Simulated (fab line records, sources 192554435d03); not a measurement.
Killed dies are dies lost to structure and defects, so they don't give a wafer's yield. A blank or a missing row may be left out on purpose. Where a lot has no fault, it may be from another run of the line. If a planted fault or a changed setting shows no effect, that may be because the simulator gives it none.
Which tool did it? / flow n5Finfet / route of 1938 steps, sampled at 1 step: 11 lots, 33 wafers

## WHAT THE GAUGES SHOWED, per wafer
N5_WELL_APT_OVL_MEAS_09.
lot=L075; measured=day 1 19:53; on=overlay-01; NWELL_OVL (nm)=4 8 7
lot=L078; measured=day 2 13:43; on=overlay-02; NWELL_OVL (nm)=3 3 1
lot=L080; measured=day 3 01:53; on=overlay-01; NWELL_OVL (nm)=-12 -2 -5
lot=L082; measured=day 3 13:44; on=overlay-01; NWELL_OVL (nm)=-5 3 -4
lot=L084; measured=day 4 01:36; on=overlay-01; NWELL_OVL (nm)=6 9 2
lot=L086; measured=day 4 13:43; on=overlay-01; NWELL_OVL (nm)=1 -4 -2
lot=L088; measured=day 5 01:44; on=overlay-01; NWELL_OVL (nm)=0 5 5
lot=L090; measured=day 5 13:44; on=overlay-01; NWELL_OVL (nm)=9 13 11
lot=L092; measured=day 6 01:43; on=overlay-02; NWELL_OVL (nm)=9 9 2
lot=L094; measured=day 6 13:55; on=overlay-01; NWELL_OVL (nm)=8 -6 -1
lot=L096; measured=day 7 01:43; on=overlay-02; NWELL_OVL (nm)=-1 2 -4

## TOOL THAT RAN EACH LOT (tool first, then ch and the chambers of the sampled wafers, then the start)
There is no process step in the record ahead of these readings.

## THE ANSWER, worked out from the rows above alone
Rule: what is usual is taken from the lots themselves. Put in order of their means at a reading, lots are off if they are a third of the lots or fewer, leave a main group of 4 or more, and stand apart from it by a gap of 3 or more times the standard deviation of the main group's means; of several such gaps the widest counts. If all means in a main group match to the digits the tables above print for the reading, that group is not used. Also off: a lot with no number at a reading for which 4 or more lots have one. Any other lot the step has rows for is counted as sound.
Nothing can be told from this: no lot is off at any reading shown.

## WHAT WAS PUT IN BY THE SIMULATOR
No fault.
